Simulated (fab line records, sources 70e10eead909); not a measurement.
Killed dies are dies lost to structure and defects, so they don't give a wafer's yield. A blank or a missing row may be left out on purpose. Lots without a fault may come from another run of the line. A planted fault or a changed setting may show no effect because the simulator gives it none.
Which tool did it? | flow nand_harc | 14 lots, 42 wafers sampled, at 4 steps of a route of 1159

WHAT THE GAUGES READ, wafer by wafer
NHARC_P_BONDPAD_CD_MEAS_13. Usual: cd_nm 499.2 nm, standard deviation 1.6.
lot  | measured     | on        | cd_nm (nm)        | flag
L815 | day 7 05:48  | cd_sem-01 | 499.5 499.8 501.1 |
L817 | day 7 06:27  | cd_sem-01 | 496.9 500.1 500.2 |
L818 | day 7 07:15  | cd_sem-02 | 502.1 497.8 500.1 |
L819 | day 7 13:00  | cd_sem-02 | 497.3 498.1 499.8 |
L820 | day 7 17:16  | cd_sem-02 | 497.9 500.4 498.8 |
L822 | day 7 23:44  | cd_sem-02 | 496.6 497.7 498.8 |
L823 | day 8 18:41  | cd_sem-02 | 501.0 497.0 498.9 |
L825 | day 8 23:39  | cd_sem-03 | 500.8 497.7 498.7 |
L828 | day 10 05:00 | cd_sem-03 | 496.5 500.1 497.4 |
L830 | day 10 09:58 | cd_sem-01 | 501.6 499.0 502.1 |
L831 | day 10 11:58 | cd_sem-02 | 498.6 499.4 498.1 |
L832 | day 10 22:20 | cd_sem-02 | 496.6 502.5 496.7 |
L835 | day 11 06:42 | cd_sem-03 | 499.5 501.7 495.8 |
L836 | day 12 00:21 | cd_sem-02 | 499.9 501.1 501.3 |

NHARC_P_BONDPAD_THK_MEAS_20: measures by xrf. Usual: thk_nm 160.9 nm, standard deviation 1.5.
lot  | measured     | on            | thk_nm (nm)       | flag
L815 | day 7 09:16  | film_metro-01 | 161.0 161.6 161.3 |
L817 | day 7 08:35  | film_metro-02 | 159.3 159.8 159.2 |
L818 | day 7 09:38  | film_metro-02 | 158.6 159.1 160.2 |
L819 | day 7 15:25  | film_metro-01 | 162.7 163.8 161.7 |
L820 | day 7 19:18  | film_metro-01 | 162.8 159.6 162.5 |
L822 | day 8 01:47  | film_metro-02 | 158.1 161.4 159.0 |
L823 | day 8 20:47  | film_metro-01 | 162.1 161.1 162.3 |
L825 | day 9 01:41  | film_metro-01 | 161.6 162.8 161.4 |
L828 | day 10 07:02 | film_metro-01 | 156.5 160.4 161.1 |
L830 | day 10 12:02 | film_metro-01 | 160.3 161.7 162.0 |
L831 | day 10 14:09 | film_metro-02 | 161.8 160.7 162.4 |
L832 | day 11 00:22 | film_metro-01 | 160.7 162.4 159.8 |
L835 | day 11 08:44 | film_metro-02 | 161.5 161.9 159.4 |
L836 | day 12 02:23 | film_metro-01 | 160.2 161.0 163.8 |

NHARC_A_ZERO_WELL_CD_MEAS_10: target cd 2000 nm. Usual: cd_nm 1999.9 nm, standard deviation 1.6.
lot  | measured     | on        | cd_nm (nm)           | flag
L815 | day 7 10:55  | cd_sem-03 | 2001.2 2000.2 1998.4 |
L817 | day 7 10:09  | cd_sem-01 | 1999.9 1996.4 1999.8 |
L818 | day 7 11:23  | cd_sem-03 | 1995.9 2000.0 1996.6 |
L819 | day 7 16:51  | cd_sem-01 | 1997.6 1998.8 1999.0 |
L820 | day 7 20:44  | cd_sem-01 | 2000.9 1999.9 1995.9 |
L822 | day 8 03:12  | cd_sem-03 | 2001.0 2001.2 2000.9 |
L823 | day 8 22:19  | cd_sem-03 | - - -                | OFF
L825 | day 9 03:13  | cd_sem-02 | - - -                | OFF
L828 | day 10 08:36 | cd_sem-03 | 2002.8 2000.5 2001.5 |
L830 | day 10 13:35 | cd_sem-01 | 2001.9 2002.7 2001.3 |
L831 | day 10 15:41 | cd_sem-01 | 1999.8 1998.7 1998.9 |
L832 | day 11 01:58 | cd_sem-02 | 2000.2 2000.9 1999.3 |
L835 | day 11 10:15 | cd_sem-02 | 1998.9 1999.6 2000.8 |
L836 | day 12 03:55 | cd_sem-03 | 2002.2 2002.2 2001.4 |

WHICH TOOL RAN EACH LOT (tool, then ch and the chambers of the sampled wafers, then the start)
lot  | NHARC_A_ZERO_WELL_EXPOSE_07
L815 | krf_scanner-04 ch 0, day 7 10:46
L817 | krf_scanner-01 ch 0, day 7 10:00
L818 | krf_scanner-01 ch 0, day 7 11:14
L819 | krf_scanner-01 ch 0, day 7 16:42
L820 | krf_scanner-01 ch 0, day 7 20:35
L822 | krf_scanner-02 ch 0, day 8 03:03
L823 | krf_scanner-01, day 8 22:10
L825 | krf_scanner-02, day 9 03:04
L828 | krf_scanner-01 ch 0, day 10 08:27
L830 | krf_scanner-02 ch 0, day 10 13:26
L831 | krf_scanner-01 ch 0, day 10 15:32
L832 | krf_scanner-04 ch 0, day 11 01:49
L835 | krf_scanner-02 ch 0, day 11 10:07
L836 | krf_scanner-04 ch 0, day 12 03:45
- NHARC_A_ZERO_WELL_EXPOSE_07: exposes mask A ZERO.

WHAT THE TOOLS THEMSELVES READ (means of the sampled wafers that have a number; where no wafer has one, the mark that the record gives instead)
NHARC_A_ZERO_WELL_EXPOSE_07. Usual: exposure_dose_mJ_cm2 33.84, standard deviation 0.032; focus_offset_nm 0.0 nm, standard deviation 0.47.
lot  | tool           | exposure_dose_mJ_cm2 | focus_offset_nm (nm) | flag
L815 | krf_scanner-04 | 33.81                | 0.4                  |
L817 | krf_scanner-01 | 33.85                | -0.6                 |
L818 | krf_scanner-01 | 33.81                | -0.4                 |
L819 | krf_scanner-01 | 33.84                | -0.3                 |
L820 | krf_scanner-01 | 33.86                | 0.1                  |
L822 | krf_scanner-02 | 33.85                | -0.4                 |
L823 | krf_scanner-01 | -                    | -                    | OFF
L825 | krf_scanner-02 | -                    | -                    | OFF
L828 | krf_scanner-01 | 33.79                | 0.1                  |
L830 | krf_scanner-02 | 33.88                | 0.1                  |
L831 | krf_scanner-01 | 33.86                | 0.1                  |
L832 | krf_scanner-04 | 33.82                | -0.2                 |
L835 | krf_scanner-02 | 33.90                | 0.3                  |
L836 | krf_scanner-04 | 33.86                | 0.4                  |

THE ANSWER, worked out from the rows above alone
Rule: a lot is off if the mean of its wafers that have a number lies more than 3 standard deviations from the usual mean. A lot without any number at a reading at which 4 lots or more have one is off too. The other lots that the step has rows for count as sound. The gauges are gone through in route order, then the tools' own readings, and for those a lot's mean is taken as printed above. The first step at which some lot is off is used, and at that step the reading that is off furthest; a lot without a number counts as furthest.
Off: L823, L825, at NHARC_A_ZERO_WELL_CD_MEAS_10 (cd_nm). Without a number there: L823, L825.
A tool fits if, at a process step before that reading, it ran every lot that is off, and no sound lot after the first of them. The gauges at NHARC_A_ZERO_WELL_CD_MEAS_10 aren't tried: what is off there is off at NHARC_A_ZERO_WELL_EXPOSE_07 too, on other tools, and a gauge's error can't cause that. None of those tried fits.

WHAT THE SIMULATOR HAD PUT IN
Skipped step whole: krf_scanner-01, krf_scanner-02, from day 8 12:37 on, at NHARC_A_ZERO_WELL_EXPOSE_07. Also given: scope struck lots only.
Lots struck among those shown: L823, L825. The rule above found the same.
